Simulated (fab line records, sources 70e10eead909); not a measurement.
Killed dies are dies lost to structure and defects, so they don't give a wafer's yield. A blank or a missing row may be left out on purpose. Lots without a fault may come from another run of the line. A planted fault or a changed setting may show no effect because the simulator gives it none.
fab line records | flow nand_harc
record lots=24 wafers=72 last_day=34
route steps=1302 shown P_M2@338 P_BONDPAD@364 A_CHANNEL_FILL_D1@494
lots that met no fault: from a run of the same line without faults
start_h: hours from the record's first day to the start of the lot's first wafer shown | wait_h: hours since the lot's step before | " the same as in the row above | L1.1+2: a row that stands for several wafers | - no value, or no start given | * or withheld: withheld | < > ~ a bound
route shown NAME@n: a module of which the file shows steps, and the number in the route of the first | usual: mean/standard deviation of fault-free wafers | same: alike in all rows | chamber/n: place in a boat | sites: the reading at each site | _std_site: their standard deviation | _edge_site: outer sites' mean less inner sites' | radius_mm: how far each site lies from the wafer's centre | mask NAME#n: copy n | behind: the tool/chamber that last shaped the wafer | hold: why the lot was held/for how many hours/how that ended | device: the transistor (n, p or np) that didn't switch | end of line: the same wafers' tests at the end of the route | a step without rows: its recipe alone | killed: dies lost to structure and defects at the first sort, not the wafer's yield | map: a wafer's dies, x killed, . not, _ none there
set.NAME: the setting as run; set.NAME@STEP: as run at that earlier step | model.NAME: the simulator's own value behind a step, which no gauge read
steps of the route over a sample of lots; a table a step, a row a wafer
services: from which hour (start_h, from the record's first day; less than 0 if before it) a tool's chamber was out of use, for how many hours, and why
## steps
# step NHARC_P_M2_DEGAS_29
# recipe temp_c=250 time_s=60
# usual heater_power_w=325/29
# columns lot.wafer tool chamber start_h wait_h heater_power_w
L074.2 pvd_sputter-03 - 130.09 - 290
L074.1 " - " " 365
L074.5 " - " " 288
L075.4 pvd_sputter-02 - 143.13 - 357
L075.6 " - " " 350
L075.5 " - " " 315
L076.4 pvd_sputter-03 - 148.27 - 304
L076.3 " - " " 291
L076.6 " - " " 351
L077.1 pvd_sputter-03 - 160.31 - 284
L077.4 " - " " 277
L077.5 " - " " 302
L078.4 pvd_sputter-02 - 171.85 - 296
L078.6 " - " " 344
L078.5 " - " " 315
L079.4 pvd_sputter-01 - 179.46 - 345
L079.1 " - " " 374
L079.5 " - " " 353
L080.4 pvd_sputter-01 - 192.44 - 372
L080.3 " - " " 338
L080.6 " - " " 300
L081.2 pvd_sputter-01 - 206.54 - 365
L081.3 " - " " 295
L081.6 " - " " 371
L082.3 pvd_sputter-02 - 212.52 - 294
L082.1 " - " " 333
L082.5 " - " " 321
L083.1 pvd_sputter-03 - 226.85 - 288
L083.2 " - " " 322
L083.6 " - " " 347
L084.4 pvd_sputter-01 - 238.27 - 301
L084.2 " - " " 341
L084.3 " - " " 335
L085.1 pvd_sputter-01 - 252.91 - 340
L085.2 " - " " 393
L085.4 " - " " 305
L086.1 pvd_sputter-03 - 254.06 - 282
L086.5 " - " " 281
L086.6 " - " " 321
L089.2 pvd_sputter-03 - 275.99 - 280
L089.3 " - " " 322
L089.5 " - " " 281
L087.1 pvd_sputter-02 - 276.75 - 321
L087.6 " - " " 311
L087.5 " - " " 291
L088.3 pvd_sputter-03 - 278.69 - 359
L088.6 " - " " 279
L088.5 " - " " 322
L090.2 pvd_sputter-01 - 295.80 - 349
L090.1 " - " " 393
L090.5 " - " " 307
L091.2 pvd_sputter-02 - 304.47 - 318
L091.4 " - " " 345
L091.5 " - " " 305
L092.1 pvd_sputter-02 - 314.74 - 316
L092.3 " - " " 347
L092.2 " - " " 320
L093.4 pvd_sputter-03 - 323.58 - 345
L093.1 " - " " 286
L093.6 " - " " 316
L094.3 pvd_sputter-03 - 334.12 - 289
L094.4 " - " " 281
L094.5 " - " " 292
L095.4 pvd_sputter-03 - 347.89 - 292
L095.2 " - " " 274
L095.6 " - " " 322
L096.4 pvd_sputter-01 - 356.81 - 379
L096.2 " - " " 303
L096.6 " - " " 298
L097.4 pvd_sputter-02 - 359.73 - 329
L097.6 " - " " 352
L097.5 " - " " 350
# step NHARC_P_BONDPAD_CD_MEAS_09
# recipe target_cd_nm=500 landing_energy_ev=500
# usual cd_nm=498.9/1.7
# columns lot.wafer tool chamber start_h wait_h cd_nm
L074.1 cd_sem-02 0 133.46 - 497.3
L074.2 " 0 " " 500.7
L074.5 " 0 " " 498.4
L075.4 cd_sem-02 0 146.32 - 495.7
L075.5 " 0 " " 496.3
L075.6 " 0 " " 498.3
L076.3 cd_sem-02 0 151.59 - 502.0
L076.4 " 0 " " 500.9
L076.6 " 0 " " 502.0
L077.1 cd_sem-01 0 163.63 - 497.9
L077.4 " 0 " " 500.8
L077.5 " 0 " " 498.2
L078.4 cd_sem-03 0 175.19 - 499.9
L078.5 " 0 " " 499.6
L078.6 " 0 " " 498.8
L079.1 cd_sem-02 0 182.67 - 499.4
L079.4 " 0 " " 499.2
L079.5 " 0 " " 495.7
L080.3 cd_sem-02 0 195.78 - 499.0
L080.4 " 0 " " 498.7
L080.6 " 0 " " 498.6
L081.2 cd_sem-02 0 209.75 - 498.0
L081.3 " 0 " " 499.1
L081.6 " 0 " " 500.3
L082.1 cd_sem-03 0 215.71 - 498.5
L082.3 " 0 " " 495.4
L082.5 " 0 " " 500.2
L083.1 cd_sem-03 0 230.22 - 500.1
L083.2 " 0 " " 501.7
L083.6 " 0 " " 500.6
L084.2 cd_sem-03 0 241.75 - 498.7
L084.3 " 0 " " 499.3
L084.4 " 0 " " 498.2
L085.1 cd_sem-02 0 256.57 - 496.7
L085.2 " 0 " " 500.6
L085.4 " 0 " " 500.4
L086.1 cd_sem-02 0 257.38 - 499.2
L086.5 " 0 " " 499.2
L086.6 " 0 " " 498.3
L089.2 cd_sem-02 0 279.31 - 498.9
L089.3 " 0 " " 496.6
L089.5 " 0 " " 497.9
L087.1 cd_sem-02 0 280.10 - 498.0
L087.5 " 0 " " 495.1
L087.6 " 0 " " 495.0
L088.3 cd_sem-02 0 281.87 - 500.4
L088.5 " 0 " " 499.2
L088.6 " 0 " " 499.1
L090.1 cd_sem-01 0 299.23 - 501.4
L090.2 " 0 " " 501.3
L090.5 " 0 " " 499.5
L091.2 cd_sem-02 0 307.81 - 499.3
L091.4 " 0 " " 499.4
L091.5 " 0 " " 499.6
L092.1 cd_sem-01 0 317.95 - 496.4
L092.2 " 0 " " 500.5
L092.3 " 0 " " 496.4
L093.1 cd_sem-01 0 326.92 - 499.4
L093.4 " 0 " " 498.2
L093.6 " 0 " " 499.2
L094.3 cd_sem-01 0 337.34 - 498.1
L094.4 " 0 " " 496.6
L094.5 " 0 " " 497.0
L095.2 cd_sem-03 0 351.37 - 499.4
L095.4 " 0 " " 498.2
L095.6 " 0 " " 498.3
L096.2 cd_sem-02 0 360.35 - 500.5
L096.4 " 0 " " 498.0
L096.6 " 0 " " 496.8
L097.4 cd_sem-02 0 363.35 - 499.5
L097.5 " 0 " " 499.1
L097.6 " 0 " " 497.8
# step NHARC_P_BONDPAD_OVL_MEAS_38
# usual overlay_x_nm=3/5.8 overlay_y_nm=0/6.5
# columns lot.wafer tool chamber start_h wait_h overlay_x_nm overlay_y_nm
L074.1 overlay-01 - 133.55 - -6 -2
L074.2 " - " " -6 -3
L074.5 " - " " -6 -2
L075.4 overlay-02 - 146.41 - 6 5
L075.5 " - " " 7 4
L075.6 " - " " 6 4
L076.3 overlay-02 - 151.68 - 11 -20
L076.4 " - " " 10 -20
L076.6 " - " " 11 -20
L077.1 overlay-01 - 163.72 - 7 1
L077.4 " - " " 8 1
L077.5 " - " " 7 0
L078.4 overlay-02 - 175.27 - -2 -3
L078.5 " - " " -1 -2
L078.6 " - " " -2 -2
L079.1 overlay-02 - 182.76 - 8 -10
L079.4 " - " " 8 -10
L079.5 " - " " 8 -10
L080.3 overlay-02 - 195.86 - -2 -6
L080.4 " - " " -2 -6
L080.6 " - " " -2 -7
L081.2 overlay-02 - 209.83 - -1 1
L081.3 " - " " -1 1
L081.6 " - " " 0 0
L082.1 overlay-01 - 215.80 - 6 8
L082.3 " - " " 5 8
L082.5 " - " " 6 9
L083.1 overlay-01 - 230.31 - 13 -3
L083.2 " - " " 13 -3
L083.6 " - " " 13 -3
L084.2 overlay-01 - 241.84 - 4 4
L084.3 " - " " 4 4
L084.4 " - " " 3 4
L085.1 overlay-02 - 256.65 - -2 2
L085.2 " - " " -2 2
L085.4 " - " " -1 2
L086.1 overlay-01 - 257.47 - 2 7
L086.5 " - " " 2 7
L086.6 " - " " 2 7
L089.2 overlay-02 - 279.40 - 7 2
L089.3 " - " " 7 2
L089.5 " - " " 7 1
L087.1 overlay-02 - 280.19 - 7 5
L087.5 " - " " 8 5
L087.6 " - " " 8 5
L088.3 overlay-02 - 281.95 - -1 0
L088.5 " - " " 0 -1
L088.6 " - " " 0 0
L090.1 overlay-01 - 299.32 - -3 1
L090.2 " - " " -3 0
L090.5 " - " " -4 1
L091.2 overlay-02 - 307.90 - 6 -3
L091.4 " - " " 6 -3
L091.5 " - " " 6 -3
L092.1 overlay-02 - 318.04 - 0 -4
L092.2 " - " " 0 -4
L092.3 " - " " 0 -3
L093.1 overlay-01 - 327.01 - 9 6
L093.4 " - " " 8 6
L093.6 " - " " 8 7
L094.3 overlay-01 - 337.42 - -13 3
L094.4 " - " " -14 3
L094.5 " - " " -13 3
L095.2 overlay-02 - 351.46 - 0 11
L095.4 " - " " -1 11
L095.6 " - " " 0 11
L096.2 overlay-01 - 360.44 - 0 -9
L096.4 " - " " 0 -9
L096.6 " - " " 0 -10
L097.4 overlay-02 - 363.43 - 4 1
L097.5 " - " " 4 2
L097.6 " - " " 4 1
# step NHARC_P_BONDPAD_DESCUM_11
# recipe time_s=3 o2_flow_sccm=200 ar_flow_sccm=0 bias_power_w=0 chemistry=O2
# usual drypump_motor_current_A=5.6/0.32 oes_product_au=0.997/0.0096 rf_vpp_V=57.8/0.89 showerhead_plenum_p_Torr=1.90/0.088 throttle_valve_pct=11.313/0.0098
# columns lot.wafer tool chamber start_h wait_h drypump_motor_current_A oes_product_au rf_hours_counter_h rf_vpp_V showerhead_plenum_p_Torr throttle_valve_pct
L074.2 rie_diel-04 2 133.68 - 5.7 1.003 2.7 57.1 2.02 11.319
L074.1 " 3 " " 5.1 1.010 4.2 59.0 2.00 11.313
L074.5 " 2 " " 5.7 0.997 - 59.2 2.02 11.310
L075.4 rie_diel-04 3 146.54 - 5.1 1.015 5.0 59.1 2.00 11.296
L075.5 " 2 " " 5.7 0.998 - 56.7 2.02 11.326
L075.6 " 3 " " 5.1 1.015 - 57.4 2.00 11.319
L076.3 rie_diel-04 3 151.80 - 5.1 1.017 5.2 57.2 2.00 11.304
L076.4 " 2 " " 5.7 0.998 3.6 58.9 2.02 11.322
L076.6 " 0 " " 5.3 1.001 - 56.4 1.83 11.320
L077.1 rie_diel-04 0 163.86 - 5.3 1.003 4.4 58.1 1.83 11.291
L077.4 " 1 " " 6.0 1.008 3.9 57.9 1.82 11.305
L077.5 " 2 " " 5.7 1.002 - 58.6 2.02 11.302
L078.4 rie_diel-04 2 175.43 - 5.7 0.991 - 59.8 2.02 11.316
L078.5 " 3 " " 5.2 1.012 - 59.0 2.00 11.319
L078.6 " 0 " " 5.3 1.005 - 58.0 1.83 11.314
L079.1 rie_diel-08 3 182.90 - 5.8 0.996 8.6 59.0 1.98 11.324
L079.4 " 0 " " 5.4 0.991 8.1 56.7 1.81 11.317
L079.5 " 2 " " 5.6 1.014 - 57.6 1.82 11.318
L080.3 rie_diel-06 0 195.99 - 5.7 0.997 3.1 56.9 1.89 11.307
L080.4 " 2 " " 5.7 0.993 3.6 58.8 1.96 11.332
L080.6 " 0 " " 5.7 0.983 - 58.5 1.89 11.322
L081.3 rie_diel-04 3 209.97 - 5.2 1.003 0.8 59.2 2.00 11.318
L081.2 " 1 " " 6.0 0.993 1.1 57.3 1.81 11.297
L081.6 " 2 " " 5.7 1.001 - 58.0 2.02 11.300
L082.1 rie_diel-04 3 215.92 - 5.1 1.009 1.0 59.1 2.00 11.306
L082.3 " 1 " " 5.9 1.001 1.3 58.1 1.81 11.306
L082.5 " 3 " " 5.1 1.012 - 56.9 2.00 11.314
L083.1 rie_diel-08 0 230.44 - 5.4 1.000 1.2 58.4 1.81 11.309
L083.2 " 1 " " 6.0 0.997 1.3 57.8 1.85 11.320
L083.6 " 3 " " 5.8 0.999 - 58.0 1.98 11.313
L084.3 rie_diel-06 0 241.96 - 5.7 0.976 6.3 57.2 1.89 11.317
L084.2 " 1 " " 6.2 0.997 5.9 58.0 1.80 11.317
L084.4 " 3 " " 5.4 0.992 6.6 56.9 1.78 11.314
L085.1 rie_diel-04 1 256.78 - 5.9 0.997 2.4 57.3 1.81 11.315
L085.2 " 2 " " 5.7 1.012 2.3 58.4 2.02 11.315
L085.4 " 0 " " 5.3 1.002 2.3 56.2 1.83 11.315
L086.1 rie_diel-04 2 257.60 - 5.7 0.995 2.4 58.3 2.02 11.319
L086.5 " 2 " " 5.7 1.000 - 57.7 2.02 11.297
L086.6 " 3 " " 5.1 0.998 - 59.4 2.00 11.337
L089.3 rie_diel-08 3 279.52 - 5.8 0.983 3.5 57.4 1.98 11.330
L089.2 " 0 " " 5.4 0.999 3.8 56.6 1.80 11.313
L089.5 " 3 " " 5.8 0.981 - 57.5 1.98 11.321
L087.1 rie_diel-04 3 280.34 - 5.1 0.997 2.9 59.3 2.00 11.313
L087.6 " 0 " " 5.3 1.001 - 58.1 1.83 11.305
L087.5 " 1 " " 5.9 0.995 - 58.2 1.81 11.308
L088.3 rie_diel-04 0 282.08 - 5.2 1.000 3.2 56.7 1.83 11.295
L088.6 " 0 " " 5.2 0.990 - 57.1 1.83 11.319
L088.5 " 1 " " 6.0 0.992 - 56.6 1.82 11.310
L090.2 rie_diel-08 1 299.45 - 6.0 0.986 4.3 58.6 1.85 11.321
L090.1 " 0 " " 5.4 1.007 4.7 56.2 1.80 11.293
L090.5 " 1 " " 6.0 0.995 - 58.6 1.85 11.317
L091.4 rie_diel-04 3 308.03 - 5.1 1.003 3.5 57.4 2.00 11.314
L091.2 " 0 " " 5.3 0.995 3.7 59.5 1.83 11.320
L091.5 " 2 " " 5.6 1.007 - 57.9 2.02 11.311
L092.1 rie_diel-08 2 318.17 - 5.7 1.012 5.4 58.7 1.82 11.319
L092.2 " 3 " " 5.8 0.997 5.7 58.1 1.97 11.320
L092.3 " 0 " " 5.4 0.984 5.8 56.9 1.80 11.294
L093.1 rie_diel-08 2 327.13 - 5.7 0.988 5.7 57.5 1.82 11.305
L093.4 " 1 " " 6.0 0.992 5.6 58.1 1.85 11.321
L093.6 " 3 " " 5.8 0.987 - 58.9 1.97 11.310
L094.4 rie_diel-06 2 337.56 - 5.7 0.982 0.5 58.2 1.95 11.324
L094.3 " 3 " " 5.4 0.985 0.4 56.3 1.78 11.307
L094.5 " 0 " " 5.7 1.007 - 58.5 1.89 11.325
L095.2 rie_diel-08 1 351.58 - 6.0 0.990 6.9 57.5 1.85 11.306
L095.4 " 0 " " 5.4 0.989 7.4 56.6 1.80 11.323
L095.6 " 2 " " 5.6 0.988 - 57.0 1.82 11.299
L096.2 rie_diel-08 2 360.58 - 5.6 0.993 7.6 57.4 1.82 11.320
L096.4 " 3 " " 5.8 0.978 8.0 58.5 1.97 11.307
L096.6 " 1 " " 6.0 0.984 - 57.0 1.85 11.305
L097.4 rie_diel-08 2 363.56 - 5.6 0.988 8.1 57.0 1.82 11.315
L097.6 " 2 " " 5.6 0.994 - 56.7 1.82 11.304
L097.5 " 3 " " 5.8 0.983 - 59.0 1.97 11.314
# step NHARC_P_BONDPAD_DEGAS_25
# recipe temp_c=300 time_s=60
# usual heater_power_w=454/37
# columns lot.wafer tool chamber start_h wait_h heater_power_w
L074.2 pvd_sputter-01 - 134.76 - 491
L074.1 " - " " 506
L074.5 " - " " 473
L075.4 pvd_sputter-02 - 147.47 - 476
L075.5 " - " " 479
L075.6 " - " " 477
L076.3 pvd_sputter-02 - 152.74 - 416
L076.4 " - " " 440
L076.6 " - " " 484
L077.1 pvd_sputter-03 - 164.84 - 509
L077.4 " - " " 405
L077.5 " - " " 400
L078.4 pvd_sputter-01 - 176.43 - 491
L078.6 " - " " 472
L078.5 " - " " 492
L079.4 pvd_sputter-01 - 183.83 - 414
L079.1 " - " " 485
L079.5 " - " " 511
L080.3 pvd_sputter-01 - 196.93 - 462
L080.4 " - " " 487
L080.6 " - " " 470
L081.3 pvd_sputter-01 - 210.89 - 482
L081.2 " - " " 505
L081.6 " - " " 492
L082.1 pvd_sputter-02 - 216.87 - 478
L082.3 " - " " 485
L082.5 " - " " 484
L083.2 pvd_sputter-03 - 231.43 - 397
L083.1 " - " " 439
L083.6 " - " " 400
L084.2 pvd_sputter-03 - 242.90 - 477
L084.4 " - " " 402
L084.3 " - " " 453
L085.1 pvd_sputter-02 - 257.71 - 492
L085.2 " - " " 439
L085.4 " - " " 493
L086.1 pvd_sputter-03 - 258.55 - 456
L086.5 " - " " 415
L086.6 " - " " 384
L089.2 pvd_sputter-03 - 280.46 - 405
L089.3 " - " " 466
L089.5 " - " " 398
L087.1 pvd_sputter-01 - 281.26 - 483
L087.6 " - " " 429
L087.5 " - " " 475
L088.3 pvd_sputter-01 - 283.03 - 462
L088.6 " - " " 533
L088.5 " - " " 426
L090.1 pvd_sputter-03 - 300.39 - 478
L090.2 " - " " 401
L090.5 " - " " 477
L091.4 pvd_sputter-02 - 308.97 - 431
L091.2 " - " " 480
L091.5 " - " " 487
L092.3 pvd_sputter-02 - 319.10 - 488
L092.2 " - " " 428
L092.1 " - " " 487
L093.1 pvd_sputter-03 - 328.09 - 442
L093.4 " - " " 479
L093.6 " - " " 396
L094.4 pvd_sputter-01 - 338.50 - 522
L094.3 " - " " 428
L094.5 " - " " 516
L095.2 pvd_sputter-02 - 352.53 - 480
L095.4 " - " " 482
L095.6 " - " " 429
L096.2 pvd_sputter-02 - 361.51 - 478
L096.4 " - " " 471
L096.6 " - " " 479
L097.4 pvd_sputter-03 - 364.53 - 407
L097.6 " - " " 427
L097.5 " - " " 467
# step NHARC_A_CHANNEL_FILL_D1_ALD_14
# recipe target_thk_a=25 pulse_time_s=10 ald_cycles=25 temp_c=300 material=SiO2
# usual heater_power_w=455/48 precursor_pulse_height_rel=0.996/0.022
# same pulse_time_s=10
# columns lot.wafer tool chamber start_h wait_h heater_power_w precursor_pulse_height_rel since_wet_clean_h
L074.1 ald_hk-01 2 193.98 0.1 443 1.011 64
L074.2 " 3 " " 427 0.965 64
L074.5 " 1 " " 472 0.999 -
L075.4 ald_hk-03 3 203.81 0.1 452 0.958 146
L075.5 " 1 " " 506 0.988 -
L075.6 " 2 " " 482 0.975 -
L076.4 ald_hk-03 3 214.34 0.0 453 1.009 156
L076.3 " 1 " " 494 0.986 156
L076.6 " 3 " " 458 0.982 -
L077.4 ald_hk-02 0 223.88 0.0 489 1.000 44
L077.1 " 2 " " 414 0.985 44
L077.5 " 0 " " 494 0.971 -
L078.4 ald_hk-01 2 239.77 0.8 446 1.001 110
L078.5 " 0 " " 394 1.008 -
L078.6 " 1 " " 479 0.986 -
L079.4 ald_hk-01 2 244.98 0.1 436 0.964 115
L079.1 " 0 " " 388 0.962 115
L079.5 " 1 " " 476 0.966 -
L080.4 ald_hk-01 2 256.82 0.1 449 0.981 127
L080.3 " 3 " " 416 1.040 127
L080.6 " 2 " " 440 1.004 -
L081.2 ald_hk-02 1 272.43 0.0 437 1.015 92
L081.3 " 3 " " 416 0.992 93
L081.6 " 1 " " 437 0.980 -
L082.3 ald_hk-01 2 281.32 0.0 442 1.018 152
L082.1 " 1 " " 473 0.979 152
L082.5 " 3 " " 423 1.031 -
L083.2 ald_hk-02 2 290.81 0.2 422 0.954 111
L083.1 " 3 " " 412 1.007 111
L083.6 " 0 " " 503 0.990 -
L084.3 ald_hk-02 1 297.76 0.1 446 0.959 118
L084.2 " 2 " " 409 0.973 118
L084.4 " 3 " " 420 0.989 118
L085.1 ald_hk-01 1 317.20 0.1 478 1.017 9
L085.4 " 2 " " 416 0.975 10
L085.2 " 3 " " 438 1.051 10
L086.1 ald_hk-02 2 317.40 0.3 412 1.011 137
L086.6 " 3 " " 414 0.991 -
L086.5 " 0 " " 519 1.039 -
L088.3 ald_hk-03 1 336.08 0.1 499 0.958 99
L088.5 " 0 " " 555 0.978 -
L088.6 " 1 " " 501 1.024 -
L089.3 ald_hk-03 0 336.30 0.3 556 0.992 99
L089.2 " 1 " " 498 0.974 99
L089.5 " 3 " " 466 1.039 -
L087.1 ald_hk-03 1 340.20 0.0 499 0.994 103
L087.6 " 1 " " 499 0.982 -
L087.5 " 2 " " 467 0.993 -
L090.2 ald_hk-01 1 359.59 0.0 464 0.984 52
L090.1 " 3 " " 422 1.013 52
L090.5 " 2 " " 412 0.993 -
L091.2 ald_hk-02 3 371.97 0.1 396 1.044 12
L091.4 " 0 " " 549 0.983 12
L091.5 " 2 " " 411 1.023 -
L092.1 ald_hk-02 2 379.65 0.0 406 1.002 20
L092.3 " 0 " " 543 1.014 20
L092.2 " 1 " " 461 1.004 20
L093.1 ald_hk-02 0 384.20 0.0 539 1.016 24
L093.4 " 1 " " 466 1.006 24
L093.6 " 0 " " 536 1.008 -
L094.3 ald_hk-02 0 395.87 0.0 549 0.962 36
L094.4 " 2 " " 397 1.016 36
L094.5 " 1 " " 443 0.994 -
L095.4 ald_hk-02 0 410.48 0.1 542 0.985 51
L095.2 " 1 " " 443 1.045 51
L095.6 " 3 " " 400 0.981 -
L096.2 ald_hk-01 1 420.30 0.0 475 0.976 113
L096.4 " 3 " " 441 1.016 113
L096.6 " 2 " " 421 1.050 -
L097.4 ald_hk-02 3 420.33 0.1 394 1.040 60
L097.6 " 2 " " 400 0.988 -
L097.5 " 3 " " 389 0.990 -
## services
# columns tool chamber start_h hours kind
pvd_sputter-02 - 108.84 2.2 repair
rie_diel-04 2 114.97 11.6 repair
rie_diel-04 1 124.40 10.4 repair
rie_diel-04 0 132.65 10.4 repair
pvd_sputter-03 - 135.60 0.5 repair
ald_hk-02 - 170.00 10.0 pm
pvd_sputter-03 - 170.00 10.0 pm
rie_diel-04 1 172.21 15.6 repair
rie_diel-04 - 177.22 4.8 repair
rie_diel-04 - 182.03 9.0 pm
pvd_sputter-01 - 226.02 10.0 pm
rie_diel-04 3 230.47 4.1 repair
rie_diel-04 0 232.39 4.6 repair
rie_diel-04 - 234.43 1.0 repair
pvd_sputter-03 - 246.59 1.0 repair
pvd_sputter-02 - 247.77 8.5 repair
pvd_sputter-02 - 282.00 10.0 pm
pvd_sputter-01 - 339.34 8.4 repair
pvd_sputter-03 - 348.08 10.0 pm
rie_diel-04 - 359.03 9.0 pm
pvd_sputter-03 - 359.80 3.3 repair
rie_diel-04 - 372.91 0.3 repair
rie_diel-04 3 392.01 4.1 repair
pvd_sputter-01 - 404.02 10.0 pm
## key
fault none
